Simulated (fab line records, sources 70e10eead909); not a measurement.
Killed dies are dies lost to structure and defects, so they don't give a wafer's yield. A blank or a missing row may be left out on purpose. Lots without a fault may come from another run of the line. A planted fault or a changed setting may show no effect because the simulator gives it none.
Which tool did it? | flow nand_harc | 6 lots, 18 wafers sampled, at 2 steps of a route of 1302

WHAT THE GAUGES READ, wafer by wafer
NHARC_P_ZERO_WELL_CD_MEAS_24: target cd 720 nm.
lot  | measured     | on        | cd_nm (nm)
L615 | day 2 08:43  | cd_sem-03 | 719.7 720.7 719.2
L617 | day 3 04:41  | cd_sem-01 | 721.1 720.2 721.4
L621 | day 4 21:01  | cd_sem-01 | 720.8 718.5 718.9
L627 | day 7 08:27  | cd_sem-02 | 715.9 715.8 714.9
L635 | day 10 16:45 | cd_sem-02 | 720.7 721.0 719.3
L637 | day 11 12:34 | cd_sem-01 | 720.1 720.4 719.0

WHICH TOOL RAN EACH LOT (tool, then ch and the chambers of the sampled wafers, then the start)
lot  | NHARC_P_ZERO_WELL_EXPOSE_21
L615 | krf_scanner-04 ch 0, day 2 08:34
L617 | krf_scanner-04 ch 0, day 3 04:32
L621 | krf_scanner-03 ch 0, day 4 20:52
L627 | krf_scanner-04 ch 0, day 7 08:18
L635 | krf_scanner-03 ch 0, day 10 16:36
L637 | krf_scanner-04 ch 0, day 11 12:24
- NHARC_P_ZERO_WELL_EXPOSE_21: exposes mask P NWELL, target cd 720 nm.

THE ANSWER, worked out from the rows above alone
Rule: what is usual is taken from the lots themselves. Put in order of their means at a reading, lots are off if they are a third of the lots or fewer, leave a main group of 4 or more, and stand apart from it by a gap of 3 or more times the standard deviation of the main group's means; of several such gaps the widest counts. A main group whose means are all the same, to the digits that the tables above print for the reading, isn't used. A lot without any number at a reading at which 4 lots or more have one is off too. The other lots that the step has rows for count as sound.
Off: L627, at NHARC_P_ZERO_WELL_CD_MEAS_24 (cd_nm). The main group: mean 720.1 nm, standard deviation 0.51.
A tool fits if, at a process step before that reading, it ran every lot that is off, and no sound lot after the first of them. The gauges at NHARC_P_ZERO_WELL_CD_MEAS_24 are tried like those tools. None of those tried fits.

WHAT THE SIMULATOR HAD PUT IN
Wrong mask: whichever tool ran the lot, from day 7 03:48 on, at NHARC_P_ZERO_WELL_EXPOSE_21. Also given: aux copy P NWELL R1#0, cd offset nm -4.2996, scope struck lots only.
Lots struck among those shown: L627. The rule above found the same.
